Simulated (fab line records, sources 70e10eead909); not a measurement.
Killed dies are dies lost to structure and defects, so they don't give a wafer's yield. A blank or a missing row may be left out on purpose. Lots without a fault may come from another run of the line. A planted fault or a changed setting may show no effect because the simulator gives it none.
Chamber matching | flow nand_harc | NHARC_A_SLIT_DEP_25 on pecvd-02: 3 sister chambers
The step deposits SiO2, target thk 200 nm. 18 wafers are shown with their chamber, then 9 later ones without.

WAFERS WITH THEIR CHAMBER
wafer  | chamber | heater_power_w (W) | heater_power_outer_w (W) | throttle_valve_pct (%)
L074.2 | 0       | 459                | 231                      | 16.1
L074.3 | 2       | 762                | 403                      | 15.9
L074.4 | 1       | 482                | 220                      | 16.1
L075.1 | 2       | 776                | 387                      | 16.0
L075.3 | 0       | 583                | 326                      | 15.8
L075.4 | 2       | 772                | 398                      | 15.9
L081.2 | 1       | 573                | 289                      | 15.8
L081.5 | 0       | 540                | 290                      | 15.6
L081.6 | 2       | 800                | 405                      | 15.7
L083.3 | 2       | 658                | 293                      | 15.9
L083.4 | 1       | 430                | 190                      | 15.7
L083.5 | 2       | 671                | 310                      | 16.2
L085.2 | 2       | 772                | 392                      | 16.1
L085.3 | 1       | 555                | 284                      | 15.8
L085.4 | 1       | 541                | 292                      | 15.4
L089.3 | 2       | 784                | 410                      | 16.0
L089.4 | 0       | 613                | 336                      | 15.8
L089.5 | 2       | 811                | 423                      | 16.0

SIGNATURES (means of the wafers above)
reading              | chamber 0 | chamber 1 | chamber 2 | scatter within a chamber
heater_power_w       | 548.75    | 516.20    | 756.22    | 58.3
heater_power_outer_w | 295.75    | 255.00    | 380.11    | 46.5
throttle_valve_pct   | 15.825    | 15.760    | 15.967    | 0.19
Rule: a wafer's distance from a chamber is the root of the sum, over the readings, of the square of ((its reading less the chamber's mean) divided by the reading's scatter). The wafer belongs to the nearest chamber; if the next one is less than 2 further off, it can't be placed. The scatter: the root of (the sum of the squares of (reading less its chamber's mean) over the shown wafers, divided by (wafers less chambers)).

WAFERS WITHOUT THEIR CHAMBER
wafer  | heater_power_w (W) | heater_power_outer_w (W) | throttle_valve_pct (%)
L087.2 | 558                | 314                      | 15.9
L087.3 | 639                | 290                      | 16.1
L087.4 | 566                | 313                      | 15.9
L091.2 | 696                | 343                      | 16.3
L091.3 | 576                | 323                      | 15.7
L091.4 | 591                | 338                      | 15.8
L096.1 | 477                | 246                      | 15.8
L096.3 | 532                | 260                      | 15.7
L096.5 | 522                | 261                      | 15.9

WHICH CHAMBER EACH WENT THROUGH
wafer  | from the rows above          | in truth
L087.2 | can't be placed: 0 or 1      | 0
L087.3 | can't be placed: 0 or 1 or 2 | 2
L087.4 | can't be placed: 0 or 1      | 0
L091.2 | can't be placed: 2 or 0      | 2
L091.3 | can't be placed: 0 or 1      | 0
L091.4 | can't be placed: 0 or 1 or 2 | 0
L096.1 | can't be placed: 1 or 0      | 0
L096.3 | can't be placed: 1 or 0      | 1
L096.5 | can't be placed: 1 or 0      | 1
Placed correctly: 0 of 9. Can't be placed from these rows: 9 (the true chamber is among the candidates in 9). Placed wrongly: 0.
